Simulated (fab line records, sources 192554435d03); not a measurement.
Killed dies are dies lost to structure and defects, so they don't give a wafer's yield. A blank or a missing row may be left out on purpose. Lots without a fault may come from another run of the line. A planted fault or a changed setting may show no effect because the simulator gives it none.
Which tool did it? | flow n5_finfet | 12 lots, 35 wafers sampled, at 5 steps of a route of 1938

WHAT THE GAUGES READ, wafer by wafer
N5_BEOL_M5_THK_MEAS_53: measures by xrf. Usual: M5_THK 60.8 nm, standard deviation 1.4.
lot  | measured     | on            | M5_THK (nm)    | flag
L136 | day 8 20:47  | film_metro-01 | 62.4 61.3 62.3 |
L137 | day 9 07:59  | film_metro-02 | 62.2 62.2 59.8 |
L138 | day 9 15:58  | film_metro-02 | 58.7 57.9 59.3 |
L139 | day 9 16:34  | film_metro-01 | 57.7 59.7 59.7 |
L142 | day 10 13:26 | film_metro-02 | 61.6 61.7 60.9 |
L145 | day 10 20:43 | film_metro-01 | 60.9 61.2 59.9 |
L144 | day 10 22:46 | film_metro-02 | 62.7 60.3 63.2 |
L146 | day 11 06:20 | film_metro-02 | 61.3 61.6 62.2 |
L149 | day 12 04:55 | film_metro-02 | 61.5 61.1 63.0 |
L152 | day 13 02:43 | film_metro-01 | 60.1 63.1      |
L154 | day 13 17:11 | film_metro-02 | 61.1 60.5 60.1 |
L159 | day 14 22:08 | film_metro-01 | 59.1 58.9 57.5 |

WHICH TOOL RAN EACH LOT (tool, then ch and the chambers of the sampled wafers, then the start)
lot  | N5_BEOL_M5_ALD_86                   | N5_BEOL_M5_SPUTTER_48        | N5_BEOL_M5_ECD_50              | N5_BEOL_M5_CMP_52
L136 | ald_metal-03 ch 0,1, day 8 12:58    | pvd_sputter-01, day 8 13:29  | ecd_cu-02 ch 0,1, day 8 17:57  | cmp-04 ch 1,2, day 8 20:30
L137 | ald_metal-01 ch 0,1,2, day 9 02:16  | pvd_sputter-01, day 9 02:50  | ecd_cu-01 ch 0,1, day 9 07:18  | cmp-04 ch 0,1,2, day 9 07:41
L138 | ald_metal-02 ch 2,3, day 9 10:16    | pvd_sputter-03, day 9 10:49  | ecd_cu-01 ch 0,1, day 9 15:17  | cmp-01 ch 0,1,3, day 9 15:43
L139 | ald_metal-03 ch 0,1,3, day 9 10:41  | pvd_sputter-01, day 9 11:25  | ecd_cu-01 ch 0, day 9 15:53    | cmp-03 ch 0,1,3, day 9 16:20
L142 | ald_metal-03 ch 0,2, day 10 07:42   | pvd_sputter-01, day 10 08:10 | ecd_cu-01 ch 0,1, day 10 12:37 | cmp-03 ch 0,2, day 10 13:10
L145 | ald_metal-02 ch 0,1,3, day 10 14:49 | pvd_sputter-03, day 10 15:32 | ecd_cu-01 ch 0,1, day 10 20:00 | cmp-04 ch 0,3, day 10 20:26
L144 | ald_metal-01 ch 0,1,3, day 10 17:04 | pvd_sputter-02, day 10 17:38 | ecd_cu-01 ch 0,1, day 10 22:05 | cmp-01 ch 0,1,2, day 10 22:33
L146 | ald_metal-03 ch 2,3, day 11 00:45   | pvd_sputter-03, day 11 01:11 | ecd_cu-02 ch 1, day 11 05:39   | cmp-03 ch 0,1,3, day 11 06:05
L149 | ald_metal-02 ch 0,1,3, day 11 23:05 | pvd_sputter-02, day 11 23:38 | ecd_cu-02 ch 0,1, day 12 04:06 | cmp-03 ch 0,2,3, day 12 04:39
L152 | ald_metal-03 ch 0,3, day 12 21:02   | pvd_sputter-01, day 12 21:33 | ecd_cu-02 ch 0,1, day 13 02:01 | cmp-03 ch 2,3, day 13 02:23
L154 | ald_metal-03 ch 1,2,3, day 13 09:50 | pvd_sputter-01, day 13 12:01 | ecd_cu-01 ch 0,1, day 13 16:31 | cmp-04 ch 2,3, day 13 16:54
L159 | ald_metal-01 ch 0,2,3, day 14 15:52 | pvd_sputter-01, day 14 17:00 | ecd_cu-01 ch 0,1, day 14 21:28 | cmp-01 ch 1,2,3, day 14 21:51
- N5_BEOL_M5_ALD_86: deposits TaN, pulse time 2 s, purge time 3 s, co reactant purge time 2 s.
- N5_BEOL_M5_SPUTTER_48: material Cu, target thk 15 nm, time 27.62 s.
- N5_BEOL_M5_ECD_50: material Cu, target thk 300 nm.
- N5_BEOL_M5_CMP_52: polishes, stops on SiCOH lowk, t overpolish 6.9 s, target thk 62 nm.

WHAT THE TOOLS THEMSELVES READ (means of the sampled wafers that have a number; where no wafer has one, the mark that the record gives instead)
N5_BEOL_M5_ALD_86. Usual: heater_power_w 402 W, standard deviation 36; precursor_vessel_carrier_sccm 1000 sccm, standard deviation 3.1.
lot  | tool         | heater_power_w (W) | precursor_vessel_carrier_sccm (sccm) | flag
L136 | ald_metal-03 | 377                | 1000                                 |
L137 | ald_metal-01 | 384                | 1001                                 |
L138 | ald_metal-02 | 448                | 1002                                 |
L139 | ald_metal-03 | 395                | 1000                                 |
L142 | ald_metal-03 | 383                | 1002                                 |
L145 | ald_metal-02 | 441                | 1005                                 |
L144 | ald_metal-01 | 389                | 1001                                 |
L146 | ald_metal-03 | 408                | 999                                  |
L149 | ald_metal-02 | 440                | 1000                                 |
L152 | ald_metal-03 | 382                | 1000                                 |
L154 | ald_metal-03 | 406                | 1000                                 |
L159 | ald_metal-01 | 384                | 1001                                 |

N5_BEOL_M5_SPUTTER_48. Usual: throttle_valve_pct 30.3 %, standard deviation 1.3.
lot  | tool           | throttle_valve_pct (%) | flag
L136 | pvd_sputter-01 | 30.6                   |
L137 | pvd_sputter-01 | 30.7                   |
L138 | pvd_sputter-03 | 28.7                   |
L139 | pvd_sputter-01 | 30.5                   |
L142 | pvd_sputter-01 | 31.2                   |
L145 | pvd_sputter-03 | 30.7                   |
L144 | pvd_sputter-02 | 30.3                   |
L146 | pvd_sputter-03 | 30.7                   |
L149 | pvd_sputter-02 | 30.1                   |
L152 | pvd_sputter-01 | 30.4                   |
L154 | pvd_sputter-01 | 30.3                   |
L159 | pvd_sputter-01 | 30.6                   |

N5_BEOL_M5_CMP_52. Usual: head_pressure_psi 1.0002 psi, standard deviation 0.0021; motor_current_A 5.9 A, standard deviation 0.55; time_to_endpoint_s 63 s, standard deviation 3.7.
lot  | tool   | head_pressure_psi (psi) | motor_current_A (A) | time_to_endpoint_s (s) | flag
L136 | cmp-04 | 1.0017                  | 5.3                 | 67                     |
L137 | cmp-04 | 0.9992                  | 5.9                 | 62                     |
L138 | cmp-01 | 1.0025                  | 5.9                 | 65                     |
L139 | cmp-03 | 1.0017                  | 6.1                 | 68                     |
L142 | cmp-03 | 0.9997                  | 5.8                 | 64                     |
L145 | cmp-04 | 1.0015                  | 6.3                 | 66                     |
L144 | cmp-01 | 0.9979                  | 6.0                 | 61                     |
L146 | cmp-03 | 0.9995                  | 6.2                 | 64                     |
L149 | cmp-03 | 1.0003                  | 5.8                 | 65                     |
L152 | cmp-03 | 0.9974                  | 5.3                 | 76                     | OFF
L154 | cmp-04 | 1.0018                  | 5.6                 | 63                     |
L159 | cmp-01 | 1.0004                  | 6.0                 | 62                     |

THE ANSWER, worked out from the rows above alone
Rule: a lot is off if the mean of its wafers that have a number lies more than 3 standard deviations from the usual mean. A lot without any number at a reading at which 4 lots or more have one is off too. The other lots that the step has rows for count as sound. The gauges are gone through in route order, then the tools' own readings, and for those a lot's mean is taken as printed above. The first step at which some lot is off is used, and at that step the reading that is off furthest; a lot without a number counts as furthest.
Off: L152, at N5_BEOL_M5_CMP_52 (time_to_endpoint_s).
A tool fits if, at that step or a process step before it, it ran every lot that is off, and no sound lot after the first of them. Can't be told from this: 2 tools fit, ecd_cu-02 at N5_BEOL_M5_ECD_50, cmp-03 at N5_BEOL_M5_CMP_52.

WHAT THE SIMULATOR HAD PUT IN
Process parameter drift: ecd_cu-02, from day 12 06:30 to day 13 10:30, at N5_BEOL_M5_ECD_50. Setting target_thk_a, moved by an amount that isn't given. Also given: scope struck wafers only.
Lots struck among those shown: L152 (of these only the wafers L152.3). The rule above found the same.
